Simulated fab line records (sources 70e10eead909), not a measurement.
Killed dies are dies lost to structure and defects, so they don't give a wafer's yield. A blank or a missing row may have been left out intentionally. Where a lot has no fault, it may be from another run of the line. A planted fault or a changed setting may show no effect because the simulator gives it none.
fab line records	flow nandHarc
record lots=5	wafers=15	lastDay=30
route steps=1302 shown P_STI@109 P_GATE@110
lots that met no fault: from a run of the same line without faults
startH: hours from the record's opening day to when the first of the lot's shown wafers began	waitH: time in hours since the lot's previous step	" identical to the entry in the row above	L1.1+2: a single row standing in for several wafers	- no value present, or no start provided	* or withheld: withheld	< > ~ a bound
route shown NAME@n: names a module that has steps shown in the file, with the first one's number in the route	usual: mean/standard deviation of fault-free wafers	same: alike in all rows	chamber/n: place in a boat	sites: each site's reading	_std_site: their standard deviation	_edge_site: mean of outer sites minus mean of inner sites	radiusMm: how far each site lies from the wafer's centre	mask NAME#n: copy n	behind: the tool/chamber that last shaped the wafer	hold: what put the lot on hold/how long, in hours/how the hold closed	device: the transistor (n, p or np) that didn't switch	end of line: the same wafers' tests at the end of the route	for a step that has no rows: nothing shown but its recipe	killed: at the first sort, the dies lost to defects and structure; wafer yield is something else	map: the dies of a wafer, with x for killed, . for not killed, _ for no die there
set.NAME: the setting the step ran with; set.NAME@STEP: the setting that earlier step ran with	model.NAME: the simulator's own value behind a step, which no gauge read
lots at selected steps of the route; one table per step, one row per wafer
services: when a tool's chamber went out of use (startH, in hours from the record's first day, below 0 if earlier), for how many hours, and the reason
## steps
# step NHARC_P_STI_INSPECT_25
# usual rawDefectCount=237/100
lot.wafer	tool	chamber	startH	waitH	rawDefectCount
L075.1	defectInspect-02	-	80.31	0.4	145
L075.2	"	-	"	"	289
L075.6	"	-	"	"	184
L082.3	defectInspect-02	-	156.64	0.4	129
L082.4	"	-	"	"	218
L082.6	"	-	"	"	167
L087.1	defectInspect-01	-	203.65	0.9	145
L087.2	"	-	"	"	165
L087.6	"	-	"	"	125
L089.2	defectInspect-01	-	219.00	0.4	295
L089.3	"	-	"	"	220
L089.6	"	-	"	"	213
L090.2	defectInspect-01	-	231.90	0.4	233
L090.3	"	-	"	"	291
L090.6	"	-	"	"	330
# step NHARC_P_GATE_ETCH_69
# recipe targetDepthA=140	chemistry=dHF	material=SiO2
lot.wafer	tool	chamber	startH	waitH
L075.2+6+1	wetBench-09	3,4,5	80.41	0.1
L082.3+4+6	wetBench-03	6,7,2	156.69	0.0
L087.6+2+1	wetBench-04	1,2,5	203.72	0.1
L089.3+2+6	wetBench-04	5,6,1	219.05	0.0
L090.3+2+6	wetBench-03	7,0,1	231.97	0.1
# step NHARC_P_GATE_PRECLEAN_70
# recipe timeS=*	tempC=50	bathAgeMin=0	chemistry=SC1
# usual nh4ohFlowMLMin=28.30/0.11
lot.wafer	tool	chamber	startH	waitH	nh4ohFlowMLMin
L075.2	wetBench-09	3	80.46	0.0	28.30
L075.6	"	4	"	"	28.46
L075.1	"	5	"	"	28.44
L082.3	wetBench-03	6	156.79	0.1	28.22
L082.4	"	7	"	"	28.27
L082.6	"	2	"	"	28.47
L087.6	wetBench-04	1	203.80	0.1	28.23
L087.2	"	2	"	"	28.48
L087.1	"	5	"	"	28.34
L089.3	wetBench-04	5	219.15	0.1	28.31
L089.2	"	6	"	"	28.44
L089.6	"	1	"	"	28.16
L090.3	wetBench-03	7	232.05	0.1	28.21
L090.2	"	0	"	"	28.31
L090.6	"	1	"	"	28.31
# step NHARC_P_GATE_SRD_01
lot.wafer	tool	chamber	startH	waitH
L075.2+6+1	wetBench-09	3,4,5	-	-
L082.3+4+6	wetBench-03	6,7,2	-	-
L087.6+2+1	wetBench-04	1,2,5	-	-
L089.3+2+6	wetBench-04	5,6,1	-	-
L090.3+2+6	wetBench-03	7,0,1	-	-
# step NHARC_P_GATE_OXIDE_02
# recipe targetThkA=375	tempC=950	pH2oTorr=720	oxTimeS=365	material=SiO2
# usual oxTempC=950.0/0.37	spikeTcCentreC=950.6/1.2	spikeTcLowerC=950.7/1.6	zonePowerTopPct=40/3.8
lot.wafer	tool	chamber	startH	waitH	oxTempC	spikeTcCentreC	spikeTcLowerC	zonePowerTopPct
L075.1	furnace-07	0	83.66	-	949.6	950.2	951.8	46
L075.2	"	0	"	"	950.1	952.7	953.0	45
L075.6	"	0	"	"	950.1	949.2	952.1	45
L082.3	furnace-06	0	160.24	-	949.5	950.0	949.1	39
L082.4	"	0	"	"	949.5	949.9	950.4	38
L082.6	"	0	"	"	950.1	948.7	948.7	40
L087.1	furnace-07	0	207.01	-	950.2	951.7	952.2	46
L087.2	"	0	"	"	950.3	951.5	952.3	45
L087.6	"	0	"	"	950.6	952.0	952.5	46
L089.2	furnace-07	0	222.36	-	950.4	951.0	951.4	45
L089.3	"	0	"	"	949.9	950.1	950.6	45
L089.6	"	0	"	"	950.4	950.0	951.8	45
L090.2	furnace-06	0	235.39	-	949.8	950.1	950.0	40
L090.3	"	0	"	"	950.1	949.8	951.4	39
L090.6	"	0	"	"	950.1	949.8	950.9	39
# step NHARC_P_GATE_DEHYDRATE_03
# recipe tempC=150	timeS=120
# usual heaterPowerTotalW=182.7/1.2
lot.wafer	tool	chamber	startH	waitH	heaterPowerTotalW
L075.1	lithoTrack-02	0	88.17	0.4	181.5
L075.2	"	0	"	"	183.3
L075.6	"	0	"	"	182.2
L082.3	lithoTrack-02	0	164.83	0.4	183.2
L082.4	"	0	"	"	184.7
L082.6	"	0	"	"	183.4
L087.1	lithoTrack-07	0	211.57	0.4	182.3
L087.2	"	0	"	"	182.7
L087.6	"	0	"	"	180.8
L089.2	lithoTrack-07	0	226.97	0.4	184.0
L089.3	"	0	"	"	180.9
L089.6	"	0	"	"	181.1
L090.2	lithoTrack-07	0	240.02	0.4	182.3
L090.3	"	0	"	"	182.5
L090.6	"	0	"	"	184.1
# step NHARC_P_GATE_HMDS_04
# recipe timeS=30
lot.wafer	tool	chamber	startH	waitH
L075.1+2+6	lithoTrack-02	0	-	-
L082.3+4+6	lithoTrack-02	0	-	-
L087.1+2+6	lithoTrack-07	0	-	-
L089.2+3+6	lithoTrack-07	0	-	-
L090.2+3+6	lithoTrack-07	0	-	-
# step NHARC_P_GATE_COAT_05
# recipe spinRpm=4690
lot.wafer	tool	chamber	startH	waitH
L075.1+2+6	lithoTrack-02	0	-	-
L082.3+4+6	lithoTrack-02	0	-	-
L087.1+2+6	lithoTrack-07	0	-	-
L089.2+3+6	lithoTrack-07	0	-	-
L090.2+3+6	lithoTrack-07	0	-	-
# step NHARC_P_GATE_SOFTBAKE_06
# recipe tempC=122	timeS=95
# usual heaterPowerTotalW=160.1/0.46
lot.wafer	tool	chamber	startH	waitH	heaterPowerTotalW
L075.1	lithoTrack-02	0	-	-	160.0
L075.2	"	0	"	"	160.0
L075.6	"	0	"	"	160.5
L082.3	lithoTrack-02	0	-	-	159.1
L082.4	"	0	"	"	160.0
L082.6	"	0	"	"	160.5
L087.1	lithoTrack-07	0	-	-	159.9
L087.2	"	0	"	"	160.5
L087.6	"	0	"	"	160.6
L089.2	lithoTrack-07	0	-	-	159.6
L089.3	"	0	"	"	160.1
L089.6	"	0	"	"	159.4
L090.2	lithoTrack-07	0	-	-	160.0
L090.3	"	0	"	"	160.3
L090.6	"	0	"	"	160.0
# step NHARC_P_GATE_EBR_07
lot.wafer	tool	chamber	startH	waitH
L075.1+2+6	lithoTrack-02	0	-	-
L082.3+4+6	lithoTrack-02	0	-	-
L087.1+2+6	lithoTrack-07	0	-	-
L089.2+3+6	lithoTrack-07	0	-	-
L090.2+3+6	lithoTrack-07	0	-	-
# step NHARC_P_GATE_EXPOSE_08
# recipe na=0.6	doseMj=16.75	maskId=P_HV
lot.wafer	tool	chamber	startH	waitH	mask
L075.1+2+6	krfScanner-04	0	88.44	-	P_HV#0
L082.3+4+6	krfScanner-04	0	165.11	-	P_HV#0
L087.1+2+6	krfScanner-03	0	211.71	-	P_HV#0
L089.2+3+6	krfScanner-01	0	227.40	-	P_HV#0
L090.2+3+6	krfScanner-01	0	240.17	-	P_HV#0
# step NHARC_P_GATE_PEB_09
# recipe pebTempC=118	pebTimeS=85
# usual heaterPowerTotalW=164.00/0.27
lot.wafer	tool	chamber	startH	waitH	heaterPowerTotalW
L075.1	lithoTrack-02	0	88.51	0.1	163.65
L075.2	"	0	"	"	164.29
L075.6	"	0	"	"	163.64
L082.3	lithoTrack-02	0	165.17	0.1	164.12
L082.4	"	0	"	"	163.69
L082.6	"	0	"	"	164.08
L087.1	lithoTrack-03	0	211.78	0.1	164.42
L087.2	"	0	"	"	164.09
L087.6	"	0	"	"	164.09
L089.2	lithoTrack-07	0	227.47	0.1	163.58
L089.3	"	0	"	"	164.04
L089.6	"	0	"	"	164.31
L090.2	lithoTrack-02	0	240.23	0.1	164.05
L090.3	"	0	"	"	164.43
L090.6	"	0	"	"	163.92
# step NHARC_P_GATE_DEVELOP_10
# recipe timeS=70
lot.wafer	tool	chamber	startH	waitH
L075.1+2+6	lithoTrack-02	0	-	-
L082.3+4+6	lithoTrack-02	0	-	-
L087.1+2+6	lithoTrack-03	0	-	-
L089.2+3+6	lithoTrack-07	0	-	-
L090.2+3+6	lithoTrack-02	0	-	-
# step NHARC_P_GATE_CD_MEAS_11
# recipe targetCdNm=1640	landingEnergyEv=500
# usual cdNm=1641.8/2.6
lot.wafer	tool	chamber	startH	waitH	cdNm
L075.1	cdSem-01	0	88.60	-	1638.6
L075.2	"	0	"	"	1639.3
L075.6	"	0	"	"	1642.5
L082.3	cdSem-02	0	165.26	-	1643.8
L082.4	"	0	"	"	1642.3
L082.6	"	0	"	"	1642.3
L087.1	cdSem-03	0	211.87	-	1644.4
L087.2	"	0	"	"	1644.7
L087.6	"	0	"	"	1641.8
L089.2	cdSem-03	0	227.56	-	1636.8
L089.3	"	0	"	"	1639.0
L089.6	"	0	"	"	1644.7
L090.2	cdSem-01	0	240.33	-	1644.8
L090.3	"	0	"	"	1644.6
L090.6	"	0	"	"	1641.8
# step NHARC_P_GATE_HARDBAKE_12
# recipe tempC=125	timeS=80
# usual heaterPowerTotalW=184.0/0.72
lot.wafer	tool	chamber	startH	waitH	heaterPowerTotalW
L075.1	lithoTrack-02	0	88.68	-	182.8
L075.2	"	0	"	"	184.7
L075.6	"	0	"	"	184.7
L082.3	lithoTrack-02	0	165.34	-	182.9
L082.4	"	0	"	"	183.4
L082.6	"	0	"	"	183.1
L087.1	lithoTrack-02	0	211.95	-	184.4
L087.2	"	0	"	"	184.6
L087.6	"	0	"	"	183.5
L089.2	lithoTrack-03	0	227.64	-	184.9
L089.3	"	0	"	"	184.6
L089.6	"	0	"	"	185.0
L090.2	lithoTrack-07	0	240.41	-	185.0
L090.3	"	0	"	"	183.3
L090.6	"	0	"	"	184.1
# step NHARC_P_GATE_DESCUM_13
# recipe timeS=3	o2FlowSccm=200	arFlowSccm=0	biasPowerW=0	chemistry=O2
# usual chamberPressureMTorr=60.00/0.056	drypumpMotorCurrentA=5.5/0.57	o2FlowSccm=200.0/0.61	oesProductAu=0.995/0.014	rfVppV=57.7/0.86	showerheadPlenumPTorr=1.89/0.094	throttleValvePct=11.310/0.0094
lot.wafer	tool	chamber	startH	waitH	chamberPressureMTorr	drypumpMotorCurrentA	o2FlowSccm	oesProductAu	rfHoursCounterH	rfVppV	showerheadPlenumPTorr	throttleValvePct
L075.2	rieDiel-02	0	88.77	-	59.93	5.9	199.2	0.979	2	60.5	2.06	11.298
L075.1	"	1	"	"	60.03	4.8	199.0	0.972	2	57.9	1.83	11.295
L075.6	"	0	"	"	60.00	5.8	200.2	0.976	-	58.4	2.06	11.301
L082.3	rieDiel-12	2	165.41	-	59.94	6.2	199.6	1.019	2	59.6	2.03	11.328
L082.4	"	1	"	"	60.04	5.8	199.3	0.986	3	57.5	1.85	11.302
L082.6	"	2	"	"	59.97	6.2	199.6	1.013	-	60.3	2.03	11.304
L087.2	rieDiel-02	3	212.04	-	59.97	4.8	200.4	1.000	10	58.1	1.80	11.318
L087.1	"	2	"	"	59.99	5.8	199.4	1.011	11	58.9	1.88	11.320
L087.6	"	0	"	"	60.01	5.8	201.1	1.002	-	57.6	2.06	11.314
L089.3	rieDiel-02	2	227.73	-	59.93	5.7	199.8	0.991	0	58.0	1.88	11.298
L089.2	"	3	"	"	60.06	4.8	200.2	1.004	0	57.2	1.80	11.311
L089.6	"	2	"	"	60.07	5.7	201.0	1.001	-	58.7	1.88	11.310
L090.3	rieDiel-02	0	240.51	-	60.03	5.9	200.0	0.983	0	57.9	2.06	11.298
L090.2	"	2	"	"	60.05	5.8	200.9	0.996	1	57.1	1.88	11.305
L090.6	"	0	"	"	59.97	5.9	199.6	0.985	-	58.6	2.06	11.301
# step NHARC_P_GATE_ETCH_14
# recipe targetDepthA=488	chemistry=dHF	material=SiO2
lot.wafer	tool	chamber	startH	waitH
L075.6+1+2	wetBench-09	4,7,0	88.91	0.1
L082.4+6+3	wetBench-04	3,5,6	165.55	0.1
L087.6+1+2	wetBench-09	5,6,0	212.18	0.1
L089.6+2+3	wetBench-09	1,3,6	227.86	0.1
L090.2+3+6	wetBench-09	5,7,1	240.64	0.1
# step NHARC_P_GATE_STRIP_15
# recipe timeS=780	tempC=130	chemistry=SPM
lot.wafer	tool	chamber	startH	waitH
L075.6+1+2	wetBench-09	4,7,0	88.95	0.0
L082.4+6+3	wetBench-04	3,5,6	165.59	0.0
L087.6+1+2	wetBench-09	5,6,0	212.22	0.0
L089.6+2+3	wetBench-09	1,3,6	227.89	0.0
L090.2+3+6	wetBench-09	5,7,1	240.68	0.0
# step NHARC_P_GATE_PRECLEAN_71
# recipe timeS=*	tempC=50	bathAgeMin=0	chemistry=SC1
# usual nh4ohFlowMLMin=28.28/0.099
lot.wafer	tool	chamber	startH	waitH	nh4ohFlowMLMin
L075.6	wetBench-09	4	-	-	28.29
L075.1	"	7	"	"	28.29
L075.2	"	0	"	"	28.30
L082.4	wetBench-04	3	-	-	28.14
L082.6	"	5	"	"	28.23
L082.3	"	6	"	"	28.33
L087.6	wetBench-09	5	-	-	28.18
L087.1	"	6	"	"	28.14
L087.2	"	0	"	"	28.17
L089.6	wetBench-09	1	-	-	28.49
L089.2	"	3	"	"	28.29
L089.3	"	6	"	"	28.30
L090.2	wetBench-09	5	-	-	28.14
L090.3	"	7	"	"	28.26
L090.6	"	1	"	"	28.20
# step NHARC_P_GATE_SRD_72
lot.wafer	tool	chamber	startH	waitH
L075.6+1+2	wetBench-09	4,7,0	-	-
L082.4+6+3	wetBench-04	3,5,6	-	-
L087.6+1+2	wetBench-09	5,6,0	-	-
L089.6+2+3	wetBench-09	1,3,6	-	-
L090.2+3+6	wetBench-09	5,7,1	-	-
# step NHARC_P_GATE_OXIDE_16
# recipe targetThkA=30	tempC=875	oxTimeS=392	material=SiO2
# usual oxTempC=875.0/0.36	spikeTcCentreC=875.9/1.2	spikeTcLowerC=876.1/1.5	zonePowerTopPct=35/3.5
lot.wafer	tool	chamber	startH	waitH	oxTempC	spikeTcCentreC	spikeTcLowerC	zonePowerTopPct
L075.1	furnace-07	0	92.38	-	875.2	877.6	876.4	40
L075.2	"	0	"	"	874.7	876.4	877.7	40
L075.6	"	0	"	"	875.0	875.2	875.9	40
L082.3	furnace-01	0	169.39	-	874.6	876.0	874.5	32
L082.4	"	0	"	"	874.5	877.4	875.3	32
L082.6	"	0	"	"	875.0	876.5	877.0	32
L087.1	furnace-06	0	215.78	-	875.0	876.6	875.1	34
L087.2	"	0	"	"	875.0	875.2	874.4	34
L087.6	"	0	"	"	874.6	874.8	874.8	33
L089.2	furnace-06	0	231.29	-	875.5	874.8	874.9	34
L089.3	"	0	"	"	875.6	876.4	873.7	34
L089.6	"	0	"	"	874.6	873.9	875.5	34
L090.2	furnace-01	0	244.47	-	875.0	876.5	875.1	31
L090.3	"	0	"	"	874.5	875.0	875.6	32
L090.6	"	0	"	"	875.1	876.4	876.1	32
# step NHARC_P_GATE_CVD_17
# recipe targetThkA=1500	tempC=620	timeS=900	material=poly-Si
# usual spikeTcCentreC=619.5/1.1	spikeTcLowerC=621.5/1.1	zonePowerTopPct=17.7/1.4
lot.wafer	tool	chamber	startH	waitH	spikeTcCentreC	spikeTcLowerC	zonePowerTopPct
L075.1	lpcvdPoly-02	0	98.46	2.5	619.5	620.6	16.8
L075.2	"	0	"	"	619.4	621.0	16.9
L075.6	"	0	"	"	619.2	621.6	16.9
L082.3	lpcvdPoly-02	0	175.46	2.5	618.5	621.1	17.0
L082.4	"	0	"	"	619.1	622.2	16.9
L082.6	"	0	"	"	619.7	620.9	17.2
L087.1	lpcvdPoly-04	0	222.50	3.3	620.6	619.5	20.9
L087.2	"	0	"	"	621.2	620.8	20.9
L087.6	"	0	"	"	619.7	619.6	20.9
L089.2	lpcvdPoly-03	0	237.48	2.7	617.9	621.8	17.1
L089.3	"	0	"	"	617.1	620.9	17.1
L089.6	"	0	"	"	619.4	622.5	17.3
L090.2	lpcvdPoly-03	0	250.72	2.7	618.9	620.5	17.2
L090.3	"	0	"	"	618.9	621.3	17.1
L090.6	"	0	"	"	618.8	623.0	16.7
# step NHARC_P_GATE_HM_DEP_102
# recipe targetThkA=1200	tempC=400	material=aC
# usual throttleValvePct=35.001/0.0095
lot.wafer	tool	chamber	startH	waitH	throttleValvePct
L075.1	aclDep-01	0	103.98	3.3	34.997
L075.2	"	0	"	"	35.010
L075.6	"	0	"	"	34.994
L082.3	aclDep-02	0	179.70	2.0	35.003
L082.4	"	0	"	"	35.004
L082.6	"	0	"	"	34.987
L087.1	aclDep-02	0	227.54	2.8	34.999
L087.2	"	0	"	"	35.012
L087.6	"	0	"	"	35.001
L089.2	aclDep-02	0	242.05	2.4	35.008
L089.3	"	0	"	"	35.014
L089.6	"	0	"	"	34.999
L090.2	aclDep-01	0	257.08	4.1	34.992
L090.3	"	0	"	"	34.988
L090.6	"	0	"	"	35.002
# step NHARC_P_GATE_DEP_103
# recipe targetThkA=300	targetThkNm=30	tempC=400	flowSccm=200	rfW=350	material=SiON
# usual heaterPowerW=813/87
lot.wafer	tool	chamber	startH	waitH	heaterPowerW
L075.2	pecvd-01	0	104.64	0.5	791
L075.1	"	2	"	"	981
L075.6	"	2	"	"	963
L082.3	pecvd-02	0	180.18	0.4	773
L082.4	"	2	"	"	748
L082.6	"	0	"	"	784
L087.2	pecvd-04	1	228.20	0.4	886
L087.1	"	2	"	"	715
L087.6	"	1	"	"	862
L089.3	pecvd-04	1	242.60	0.3	925
L089.2	"	0	"	"	886
L089.6	"	1	"	"	914
L090.3	pecvd-04	1	257.64	0.3	914
L090.2	"	2	"	"	797
L090.6	"	1	"	"	923
# step NHARC_P_GATE_DEHYDRATE_18
# recipe tempC=150	timeS=120
# usual heaterPowerTotalW=182.6/1.3
lot.wafer	tool	chamber	startH	waitH	heaterPowerTotalW
L075.1	lithoTrack-04	0	104.91	0.2	180.5
L075.2	"	0	"	"	180.9
L075.6	"	0	"	"	182.8
L082.3	lithoTrack-04	0	180.43	0.2	184.6
L082.4	"	0	"	"	181.7
L082.6	"	0	"	"	182.3
L087.1	lithoTrack-01	0	228.50	0.2	181.4
L087.2	"	0	"	"	182.1
L087.6	"	0	"	"	183.5
L089.2	lithoTrack-01	0	242.87	0.2	184.8
L089.3	"	0	"	"	184.2
L089.6	"	0	"	"	180.9
L090.2	lithoTrack-04	0	257.91	0.2	180.9
L090.3	"	0	"	"	180.5
L090.6	"	0	"	"	181.9
# step NHARC_P_GATE_HMDS_19
# recipe timeS=30
lot.wafer	tool	chamber	startH	waitH
L075.1+2+6	lithoTrack-04	0	-	-
L082.3+4+6	lithoTrack-04	0	-	-
L087.1+2+6	lithoTrack-01	0	-	-
L089.2+3+6	lithoTrack-01	0	-	-
L090.2+3+6	lithoTrack-04	0	-	-
# step NHARC_P_GATE_COAT_20
# recipe spinRpm=1500	resistThkNm=90
lot.wafer	tool	chamber	startH	waitH
L075.1+2+6	lithoTrack-04	0	-	-
L082.3+4+6	lithoTrack-04	0	-	-
L087.1+2+6	lithoTrack-01	0	-	-
L089.2+3+6	lithoTrack-01	0	-	-
L090.2+3+6	lithoTrack-04	0	-	-
# step NHARC_P_GATE_SOFTBAKE_21
# recipe tempC=105	timeS=55
# usual heaterPowerTotalW=188.45/0.14
lot.wafer	tool	chamber	startH	waitH	heaterPowerTotalW
L075.1	lithoTrack-04	0	-	-	188.65
L075.2	"	0	"	"	188.40
L075.6	"	0	"	"	188.35
L082.3	lithoTrack-04	0	-	-	188.41
L082.4	"	0	"	"	188.67
L082.6	"	0	"	"	188.44
L087.1	lithoTrack-01	0	-	-	188.43
L087.2	"	0	"	"	188.52
L087.6	"	0	"	"	188.44
L089.2	lithoTrack-01	0	-	-	188.43
L089.3	"	0	"	"	188.35
L089.6	"	0	"	"	188.48
L090.2	lithoTrack-04	0	-	-	188.45
L090.3	"	0	"	"	188.47
L090.6	"	0	"	"	188.22
# step NHARC_P_GATE_EBR_22
lot.wafer	tool	chamber	startH	waitH
L075.1+2+6	lithoTrack-04	0	-	-
L082.3+4+6	lithoTrack-04	0	-	-
L087.1+2+6	lithoTrack-01	0	-	-
L089.2+3+6	lithoTrack-01	0	-	-
L090.2+3+6	lithoTrack-04	0	-	-
# step NHARC_P_GATE_EXPOSE_23
# recipe na=1.35	targetCdNm=120	doseMj=93.91	maskId=P_GATE
lot.wafer	tool	chamber	startH	waitH	mask
L075.1+2+6	arfiScanner-01	0	105.18	-	P_GATE#0
L082.3+4+6	arfiScanner-01	0	180.58	-	P_GATE#0
L087.1+2+6	arfiScanner-03	0	228.64	-	P_GATE#0
L089.2+3+6	arfiScanner-01	0	243.01	-	P_GATE#0
L090.2+3+6	arfiScanner-02	0	258.18	-	P_GATE#0
# step NHARC_P_GATE_PEB_24
# recipe pebTempC=100	pebTimeS=65
# usual heaterPowerTotalW=156.6/0.41
lot.wafer	tool	chamber	startH	waitH	heaterPowerTotalW
L075.1	lithoTrack-06	0	105.24	0.1	156.0
L075.2	"	0	"	"	157.2
L075.6	"	0	"	"	156.6
L082.3	lithoTrack-04	0	180.63	0.0	156.0
L082.4	"	0	"	"	157.0
L082.6	"	0	"	"	156.0
L087.1	lithoTrack-06	0	228.70	0.1	156.1
L087.2	"	0	"	"	157.2
L087.6	"	0	"	"	156.7
L089.2	lithoTrack-06	0	243.07	0.1	156.9
L089.3	"	0	"	"	156.6
L089.6	"	0	"	"	156.6
L090.2	lithoTrack-06	0	258.24	0.1	156.5
L090.3	"	0	"	"	157.1
L090.6	"	0	"	"	156.0
# step NHARC_P_GATE_DEVELOP_25
# recipe developTimeS=35	devTempC=23
lot.wafer	tool	chamber	startH	waitH
L075.1+2+6	lithoTrack-06	0	-	-
L082.3+4+6	lithoTrack-04	0	-	-
L087.1+2+6	lithoTrack-06	0	-	-
L089.2+3+6	lithoTrack-06	0	-	-
L090.2+3+6	lithoTrack-06	0	-	-
# step NHARC_P_GATE_CD_MEAS_26
# recipe targetCdNm=120	landingEnergyEv=500
# usual cdNm=120.1/0.62
lot.wafer	tool	chamber	startH	waitH	cdNm
L075.1	cdSem-01	0	105.32	-	120.4
L075.2	"	0	"	"	118.9
L075.6	"	0	"	"	119.9
L082.3	cdSem-02	0	180.71	-	120.5
L082.4	"	0	"	"	121.2
L082.6	"	0	"	"	121.0
L087.1	cdSem-02	0	228.78	-	118.8
L087.2	"	0	"	"	119.4
L087.6	"	0	"	"	119.1
L089.2	cdSem-01	0	243.15	-	120.3
L089.3	"	0	"	"	120.4
L089.6	"	0	"	"	119.6
L090.2	cdSem-02	0	258.32	-	120.0
L090.3	"	0	"	"	119.5
L090.6	"	0	"	"	119.4
# step NHARC_P_GATE_OVL_MEAS_27
# usual overlayXNm=0.1/0.7	overlayYNm=0.2/0.86
lot.wafer	tool	chamber	startH	waitH	overlayXNm	overlayYNm
L075.1	overlay-02	-	105.40	-	0.5	-1.3
L075.2	"	-	"	"	-0.1	-0.5
L075.6	"	-	"	"	-0.1	-0.7
L082.3	overlay-01	-	180.80	-	1.1	1.6
L082.4	"	-	"	"	0.5	1.4
L082.6	"	-	"	"	0.8	1.5
L087.1	overlay-01	-	228.87	-	0.3	-0.5
L087.2	"	-	"	"	0.7	-0.8
L087.6	"	-	"	"	0.4	-0.9
L089.2	overlay-02	-	243.24	-	0.7	0.6
L089.3	"	-	"	"	0.3	-0.5
L089.6	"	-	"	"	-0.1	0.0
L090.2	overlay-02	-	258.41	-	-0.9	0.6
L090.3	"	-	"	"	-1.0	0.3
L090.6	"	-	"	"	-0.4	1.0
# step NHARC_P_GATE_INSPECT_28
# usual rawDefectCount=6.5/3
lot.wafer	tool	chamber	startH	waitH	rawDefectCount
L075.1	defectInspect-02	-	105.44	0.0	5
L075.2	"	-	"	"	9
L075.6	"	-	"	"	6
L082.3	defectInspect-01	-	180.83	0.0	5
L082.4	"	-	"	"	3
L082.6	"	-	"	"	7
L087.1	defectInspect-01	-	228.91	0.0	11
L087.2	"	-	"	"	4
L087.6	"	-	"	"	6
L089.2	defectInspect-01	-	243.27	0.0	7
L089.3	"	-	"	"	7
L089.6	"	-	"	"	5
L090.2	defectInspect-02	-	258.44	0.0	10
L090.3	"	-	"	"	13
L090.6	"	-	"	"	7
# step NHARC_P_GATE_DESCUM_31
# recipe timeS=3	o2FlowSccm=200	arFlowSccm=0	biasPowerW=0	chemistry=O2
# usual chamberPressureMTorr=60.00/0.049	drypumpMotorCurrentA=5.7/0.56	o2FlowSccm=200.0/0.64	oesProductAu=0.999/0.012	rfVppV=57.7/0.9	showerheadPlenumPTorr=1.91/0.092	throttleValvePct=11.311/0.0091
lot.wafer	tool	chamber	startH	waitH	chamberPressureMTorr	drypumpMotorCurrentA	o2FlowSccm	oesProductAu	rfHoursCounterH	rfVppV	showerheadPlenumPTorr	throttleValvePct
L075.1	rieDiel-02	3	105.50	0.1	60.07	4.8	200.9	0.977	3.6	58.3	1.80	11.312
L075.2	"	1	"	"	60.05	4.8	199.8	0.975	4.1	56.7	1.82	11.319
L075.6	"	3	"	"	59.91	4.8	200.0	0.984	-	56.9	1.80	11.305
L082.4	rieDiel-03	2	180.89	0.1	60.04	6.4	200.9	0.996	2.4	54.8	1.83	11.313
L082.3	"	3	"	"	60.03	5.0	200.6	1.010	2.6	56.5	1.81	11.311
L082.6	"	2	"	"	59.91	6.4	199.7	0.989	-	57.2	1.83	11.309
L087.2	rieDiel-03	0	228.97	0.1	59.98	5.6	199.1	0.990	4.4	57.5	1.90	11.316
L087.1	"	2	"	"	60.01	6.4	200.0	1.002	4.5	57.6	1.83	11.321
L087.6	"	1	"	"	60.02	5.3	200.8	0.999	-	57.4	1.82	11.316
L089.2	rieDiel-12	3	243.35	0.1	59.94	5.7	200.5	1.024	7.8	56.0	1.91	11.316
L089.3	"	0	"	"	59.93	6.7	199.0	0.992	7.3	58.2	2.02	11.315
L089.6	"	2	"	"	59.97	6.1	200.5	0.991	-	57.9	2.03	11.313
L090.3	rieDiel-02	2	258.50	0.1	60.01	5.8	200.1	0.989	0.6	57.6	1.88	11.306
L090.2	"	3	"	"	60.10	4.8	199.3	0.995	0.6	56.5	1.80	11.313
L090.6	"	2	"	"	60.00	5.8	199.9	0.996	-	58.6	1.88	11.305
# step NHARC_P_GATE_ETCH_104
# recipe targetDepthA=600	timeS=withheld	cf4FlowSccm=100	chf3FlowSccm=30	arFlowSccm=0	rfW=500	biasW=200	chemistry=CF4/CHF3
# usual chamberPressureMTorr=24.997/0.023	drypumpMotorCurrentA=5.7/0.56	oesProductAu=0.950/0.027	rfVppV=370.4/2.4	showerheadPlenumPTorr=1.57/0.07	throttleValvePct=16.803/0.0088
lot.wafer	tool	chamber	startH	waitH	chamberPressureMTorr	drypumpMotorCurrentA	oesProductAu	rfVppV	showerheadPlenumPTorr	throttleValvePct
L075.2	rieDiel-02	0	105.59	0.1	24.987	5.8	0.916	373.5	1.69	16.810
L075.1	"	3	"	"	25.010	4.8	0.912	368.6	1.49	16.806
L075.6	"	0	"	"	24.969	5.8	0.910	373.4	1.69	16.800
L082.4	rieDiel-03	1	180.98	0.1	25.006	5.3	0.974	368.5	1.50	16.822
L082.3	"	3	"	"	25.012	5.0	0.965	369.0	1.49	16.804
L082.6	"	1	"	"	25.025	5.3	0.976	368.5	1.50	16.800
L087.2	rieDiel-03	2	229.06	0.1	24.998	6.4	0.996	369.3	1.50	16.807
L087.1	"	0	"	"	25.025	5.5	0.964	370.6	1.56	16.793
L087.6	"	2	"	"	25.006	6.4	0.985	368.4	1.51	16.811
L089.3	rieDiel-12	2	243.42	0.1	24.985	6.1	0.956	373.0	1.66	16.804
L089.2	"	3	"	"	25.005	5.7	1.002	370.4	1.57	16.799
L089.6	"	2	"	"	25.008	6.2	0.965	374.3	1.66	16.802
L090.3	rieDiel-02	3	258.59	0.1	24.959	4.8	0.927	367.6	1.48	16.802
L090.2	"	1	"	"	25.000	4.8	0.903	367.1	1.50	16.807
L090.6	"	2	"	"	24.990	5.7	0.931	369.4	1.55	16.819
## services
tool	chamber	startH	hours	kind
aclDep-02	-	63.23	13.0	pm
lithoTrack-07	-	76.00	7.0	pm
arfiScanner-01	-	80.00	4.0	pm
pecvd-04	-	88.00	13.0	pm
rieDiel-12	-	91.40	9.0	pm
furnace-06	-	95.59	19.1	repair
lithoTrack-03	-	100.00	7.0	pm
rieDiel-03	-	104.30	9.0	pm
wetBench-04	-	123.15	3.4	repair
lithoTrack-01	-	155.00	7.0	pm
wetBench-09	-	176.80	8.0	pm
lithoTrack-06	-	179.00	7.0	pm
lithoTrack-04	-	203.00	7.0	pm
wetBench-03	-	210.40	8.0	pm
arfiScanner-01	-	215.28	3.9	repair
rieDiel-02	-	216.70	9.0	pm
lithoTrack-02	-	227.00	7.0	pm
wetBench-04	-	227.30	8.0	pm
aclDep-02	-	232.30	0.3	repair
rieDiel-12	3	236.02	4.3	repair
arfiScanner-01	-	240.98	1.2	repair
aclDep-02	-	244.29	13.0	pm
lithoTrack-07	-	251.00	7.0	pm
wetBench-04	-	255.08	1.7	repair
## key
fault none
